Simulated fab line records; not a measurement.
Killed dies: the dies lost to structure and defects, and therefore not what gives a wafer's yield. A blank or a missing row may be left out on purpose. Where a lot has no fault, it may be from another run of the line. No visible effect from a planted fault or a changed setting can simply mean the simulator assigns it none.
Comparing a struck lot with a sound one + flow nand harc + 14 steps out of a route of 1302
Sound: wafers L766.4, L766.5, L766.6. The struck wafers were L777.2, L777.3, L777.4. At the end, the cause is stated.
Order at every step that has rows: each side's tool, ch and its chambers, its first start. Under that, the readings that differ: sound wafers + struck wafers + difference of the means + sigmas: that difference in standard deviations of wafers without a fault.
alike: words and numbers the same on both sides, and readings whose means are apart by under 2 such deviations; not compared: readings that were withheld, readings missing a value for some wafer, numbers with overlapping values and no deviation given by the record, and bounds like >300 which may hide the same value.
A row with sigmas, a row that says differs or no value, or rows on one side alone: a step with any of these is where the two part. Numbers that have no deviation but don't overlap get no sigmas and don't part them. Lack of a reading on every wafer of one side parts them only where that side has two or more wafers.

first, 1 step without rows for these wafers: NHARC_A_CHANNEL_FILL_D1_SRD_12.
NHARC_A_CHANNEL_FILL_D1_INSPECT_13:
  sound on defect inspect-02 at day 12 10:58; struck on defect inspect-02 at day 16 16:28
  alike: raw defect count
NHARC_A_DECK1_JOINT_ETCHBACK_07: etches the open film in HBr, target depth 105 nm, time 26.9 s.
  sound on rie si-04 ch 0,2,3, day 12 11:04; struck on rie si-03 ch 0,1,3, day 16 16:32
  alike: drypump motor current A, oes product au, throttle valve pct
  not compared: rf hours counter h
then, 7 steps without rows for these wafers: NHARC_A_DECK1_JOINT_ETCH_25 (etches SiO2 in dHF, target depth 0.5 nm); NHARC_A_DECK1_JOINT_ETCH_19 (etches poly-Si in TMAH, target depth 3 nm); NHARC_A_DECK1_JOINT_ETCH_18 (etches SiO2 in dHF, target depth 3 nm); NHARC_A_DECK1_JOINT_WET_08 (chemistry H3PO4, time 86 s); NHARC_A_DECK1_JOINT_ETCH_09 (etches SiO2 in dHF, target depth 5 nm); NHARC_A_DECK1_JOINT_WET_10 (chemistry H3PO4, time 86 s); NHARC_A_DECK1_JOINT_ETCH_11 (etches SiO2 in dHF, target depth 35 nm).
NHARC_A_DECK1_JOINT_CVD_12: deposits poly-Si, target thk 90 nm, time 1800 s.
  sound on lpcvd poly-01 ch 0, day 12 18:29; struck on lpcvd poly-04, day 17 04:45
  no value came back on the struck wafers for pressure mtorr (mTorr), run length s (s), spike tc upper C (C); on the sound wafers pressure mtorr (mTorr) reads 200.1 199.9 200.2
NHARC_A_DECK1_JOINT_CMP_13: polishes, target thk 51.023 nm.
  sound on cmp-03 ch 0,1,2, day 12 21:24; struck on cmp-03 ch 0,1,2, day 17 07:38
| reading                | sound         | struck | difference                    | sigmas |
|------------------------|---------------|--------|-------------------------------|--------|
| time to endpoint s (s) | 11.2 10.3 8.4 | - - -  | no value on the struck wafers |        |
  alike: motor current A
after that, 1 step had no rows for these wafers: NHARC_A_DECK1_JOINT_SRD_04.
-- record jumps: 13 days between struck wafers' starts before vs after; left off in module A_DECK1_JOINT, resumes in module END, first step shown is number 1302 of the route --
NHARC_END_SORT_01:
  the record has rows for the struck wafers here (prober-01 ch 0, day 30 19:02) and none for the sound ones

== WHERE THEY PART ==
First at NHARC_A_DECK1_JOINT_CVD_12; last, within this record, at NHARC_END_SORT_01.

WHY: whatever the simulator had introduced
Beginning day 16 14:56, the whole step at NHARC_A_DECK1_JOINT_CVD_12 was skipped on lpcvd poly-04. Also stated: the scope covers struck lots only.
